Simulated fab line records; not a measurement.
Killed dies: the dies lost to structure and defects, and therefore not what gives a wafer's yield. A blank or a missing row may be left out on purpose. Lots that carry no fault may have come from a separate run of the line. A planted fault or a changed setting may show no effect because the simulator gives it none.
Matching of chambers -- flow nand-harc -- NHARC_P_M2_CMP_23 on cmp-04: 4 sister chambers
The step polishes, t overpolish 20 s, target thk 144.3 nm. 8 wafers are shown with their chamber, then 8 later ones without.

== EACH WAFER AND ITS CHAMBER ==
wafer,chamber,motor-current-A (A),time-to-endpoint-s (s)
L077.2,1,13.0,28.4
L077.4,0,12.5,29.4
L078.1,3,12.2,27.4
L078.3,0,12.7,29.2
L084.1,1,13.5,30.7
L084.2,3,12.8,27.7
L084.6,2,10.8,27.7
L091.2,2,10.8,25.0

== WAFERS WITHOUT THEIR CHAMBER ==
wafer,motor-current-A (A),time-to-endpoint-s (s)
L091.5,12.6,29.1
L091.6,12.2,27.4
L094.2,12.4,27.3
L094.3,12.3,30.1
L094.6,11.3,28.3
L096.2,12.8,27.1
L096.3,12.1,28.4
L096.6,11.4,28.4

== THE CHAMBER EACH PASSED THROUGH ==
wafer,from the rows above,in truth
L091.5,can't be placed: 0 or 3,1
L091.6,can't be placed: 3 or 0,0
L094.2,can't be placed: 3 or 0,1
L094.3,can't be placed: 0 or 3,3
L094.6,can't be placed: 2 or 3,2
L096.2,can't be placed: 3 or 0 or 1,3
L096.3,can't be placed: 3 or 0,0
L096.6,can't be placed: 2 or 3 or 0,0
0 of 8 placed correctly. Unplaceable from these rows: 8, with the true chamber sitting among the candidates in 6. Placed wrongly: 0.
How it was worked out, from the rows above alone: a wafer's distance from a chamber is the root of the sum, over the readings, of the square of ((its reading less the chamber's mean) divided by the reading's scatter). The wafer belongs to the nearest chamber; if the next one is less than 2 further off, it can't be placed. Each chamber's mean is taken over the wafers shown for it. The scatter: the root of (the sum of the squares of (reading less its chamber's mean) over the shown wafers, divided by (wafers less chambers)).
